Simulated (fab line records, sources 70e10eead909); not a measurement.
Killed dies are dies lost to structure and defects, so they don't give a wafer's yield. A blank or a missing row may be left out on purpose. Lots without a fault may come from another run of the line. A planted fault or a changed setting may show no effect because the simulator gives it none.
Chamber matching | flow nand_harc | NHARC_P_GATE_ETCH_32 on rie_si-03: 4 sister chambers
The step etches the open film in HBr/Cl2, target depth 150 nm, time 100.1 s. 14 wafers are shown with their chamber, then 7 later ones without.

WAFERS WITH THEIR CHAMBER
wafer  | chamber | drypump_motor_current_A (A) | throttle_valve_pct (%) | oes_product_au (a.u.)
L431.1 | 2       | 5.7                         | 26.417                 | 1.003
L431.2 | 0       | 5.5                         | 26.405                 | 1.014
L431.3 | 1       | 5.6                         | 26.414                 | 1.004
L432.1 | 0       | 5.5                         | 26.385                 | 1.024
L432.4 | 2       | 5.7                         | 26.407                 | 0.999
L432.5 | 3       | 5.2                         | 26.403                 | 1.005
L434.1 | 0       | 5.5                         | 26.395                 | 1.012
L434.3 | 3       | 5.1                         | 26.417                 | 1.011
L434.5 | 1       | 5.5                         | 26.400                 | 1.013
L438.2 | 2       | 5.6                         | 26.414                 | 1.017
L438.3 | 3       | 5.1                         | 26.406                 | 1.013
L438.4 | 0       | 5.5                         | 26.423                 | 1.009
L439.2 | 2       | 5.7                         | 26.417                 | 1.012
L439.4 | 3       | 5.2                         | 26.404                 | 1.009

SIGNATURES (means of the wafers above)
reading                 | chamber 0 | chamber 1 | chamber 2 | chamber 3 | scatter within a chamber
drypump_motor_current_A | 5.500     | 5.550     | 5.675     | 5.150     | 0.0474
throttle_valve_pct      | 26.40200  | 26.40700  | 26.41375  | 26.40750  | 0.0104
oes_product_au          | 1.01475   | 1.00850   | 1.00775   | 1.00950   | 0.00636
Rule: a wafer's distance from a chamber is the root of the sum, over the readings, of the square of ((its reading less the chamber's mean) divided by the reading's scatter). The wafer belongs to the nearest chamber; if the next one is less than 2 further off, it can't be placed. The scatter: the root of (the sum of the squares of (reading less its chamber's mean) over the shown wafers, divided by (wafers less chambers)).

WAFERS WITHOUT THEIR CHAMBER
wafer  | drypump_motor_current_A (A) | throttle_valve_pct (%) | oes_product_au (a.u.)
L439.6 | 5.7                         | 26.400                 | 1.007
L450.1 | 5.1                         | 26.407                 | 1.005
L450.4 | 5.6                         | 26.408                 | 0.994
L450.5 | 5.1                         | 26.408                 | 0.992
L453.2 | 5.6                         | 26.409                 | 0.986
L453.5 | 5.7                         | 26.436                 | 0.991
L453.6 | 5.2                         | 26.397                 | 1.006

WHICH CHAMBER EACH WENT THROUGH
wafer  | from the rows above          | in truth
L439.6 | can't be placed: 2 or 1      | 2
L450.1 | 3                            | 3
L450.4 | can't be placed: 1 or 2 or 0 | 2
L450.5 | 3                            | 3
L453.2 | can't be placed: 1 or 2 or 0 | 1
L453.5 | can't be placed: 2 or 1      | 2
L453.6 | 3                            | 3
Placed correctly: 3 of 7. Can't be placed from these rows: 4 (the true chamber is among the candidates in 4). Placed wrongly: 0.
